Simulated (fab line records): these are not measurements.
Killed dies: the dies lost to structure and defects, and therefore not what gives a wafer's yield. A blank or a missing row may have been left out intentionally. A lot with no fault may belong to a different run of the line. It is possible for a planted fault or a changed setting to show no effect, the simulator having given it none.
Which tool was responsible?    flow n5_finfet    10 lots, 30 wafers sampled, at 4 steps of a route of 1938

WHAT THE GAUGES READ, wafer by wafer
N5_BEOL_M9_INSPECT_58: inspects for defects (darkfield).
lot   measured      on                 raw_defect_count
L510  day 10 13:38  defect_inspect-01  42 48 54
L513  day 11 11:05  defect_inspect-02  101 81 61
L514  day 11 14:52  defect_inspect-01  75 122 124
L512  day 11 16:30  defect_inspect-02  711 750 651
L515  day 11 18:06  defect_inspect-02  666 733 660
L523  day 14 13:19  defect_inspect-02  36 56 63
L527  day 14 21:41  defect_inspect-01  65 57 98
L529  day 15 15:37  defect_inspect-01  47 52 77
L530  day 15 18:08  defect_inspect-01  107 101 57
L531  day 16 04:40  defect_inspect-01  100 91 129

WHAT TOOL EACH LOT RAN ON (gives the tool, then ch and the chambers of the sampled wafers, and finally the start)
lot   N5_BEOL_M9_ETCH_41                             N5_BEOL_M9_SURFACE_TREAT_79   N5_BEOL_M9_DEP_56
L510  rie_diel-06 ch 0,2, day 10 10:55 or earlier    pvd_sputter-02, day 10 12:16  pecvd-02 ch 0,1, day 10 13:32
L513  rie_diel-06 ch 0,2, day 11 07:13 or earlier    pvd_sputter-03, day 11 08:46  pecvd-01 ch 0,2, day 11 10:59
L514  rie_diel-06 ch 1,3, day 11 12:02 or earlier    pvd_sputter-02, day 11 13:20  pecvd-01 ch 0,1, day 11 14:46
L512  rie_diel-03 ch 0,1,2, day 11 12:04 or earlier  pvd_sputter-03, day 11 13:25  pecvd-01 ch 0,1,2, day 11 16:25
L515  rie_diel-06 ch 2,3, day 11 15:54 or earlier    pvd_sputter-03, day 11 16:53  pecvd-01 ch 1,2, day 11 18:00
L523  rie_diel-06 ch 0,1,3, day 14 10:55 or earlier  pvd_sputter-02, day 14 12:06  pecvd-03 ch 0,1, day 14 13:12
L527  rie_diel-03 ch 1,2,3, day 14 17:25 or earlier  pvd_sputter-03, day 14 20:19  pecvd-03 ch 0,1,2, day 14 21:35
L529  rie_diel-04 ch 2,3, day 15 12:16 or earlier    pvd_sputter-01, day 15 13:40  pecvd-01 ch 0,1, day 15 15:31
L530  rie_diel-04 ch 0,1,2, day 15 14:13 or earlier  pvd_sputter-01, day 15 16:52  pecvd-01 ch 0,1,2, day 15 18:02
L531  rie_diel-04 ch 0,1,3, day 15 22:59 or earlier  pvd_sputter-02, day 16 03:14  pecvd-01 ch 0,1,2, day 16 04:34
- N5_BEOL_M9_ETCH_41: etches SiCN in CH3F/O2, target depth 36.6 nm, time 70.1 s.
- N5_BEOL_M9_SURFACE_TREAT_79
- N5_BEOL_M9_DEP_56: deposits SiCN from 3MS/NH3, target thk 15 nm, time 26.5 s.

THE ANSWER, worked out from the rows above alone
Rule: what is usual is taken from the lots themselves. Put in order of their means at a reading, lots are off if they are a third of the lots or fewer, leave a main group of 4 or more, and stand apart from it by a gap of 3 or more times the standard deviation of the main group's means; of several such gaps the widest counts. The tables above print the reading to a certain number of digits; a main group whose means all agree to those digits is not used. A lot without any number at a reading at which 4 lots or more have one is off too. All remaining lots with rows at the step are treated as sound.
Off, at N5_BEOL_M9_INSPECT_58 on raw_defect_count: L512, L515. The main group: mean 77, standard deviation 22.
If a tool, at a process step before that reading, ran all the lots that are off and no sound lot after the first of them, it fits. Those tools and the gauges at N5_BEOL_M9_INSPECT_58 are tried in the same way. Because N5_BEOL_M9_ETCH_41 lacks a start for some lots, the hours and order of its lots are taken from N5_BEOL_M9_OCD_MEAS_38. Not one of the candidates tried fits.

WHAT THE SIMULATOR HAD PUT IN
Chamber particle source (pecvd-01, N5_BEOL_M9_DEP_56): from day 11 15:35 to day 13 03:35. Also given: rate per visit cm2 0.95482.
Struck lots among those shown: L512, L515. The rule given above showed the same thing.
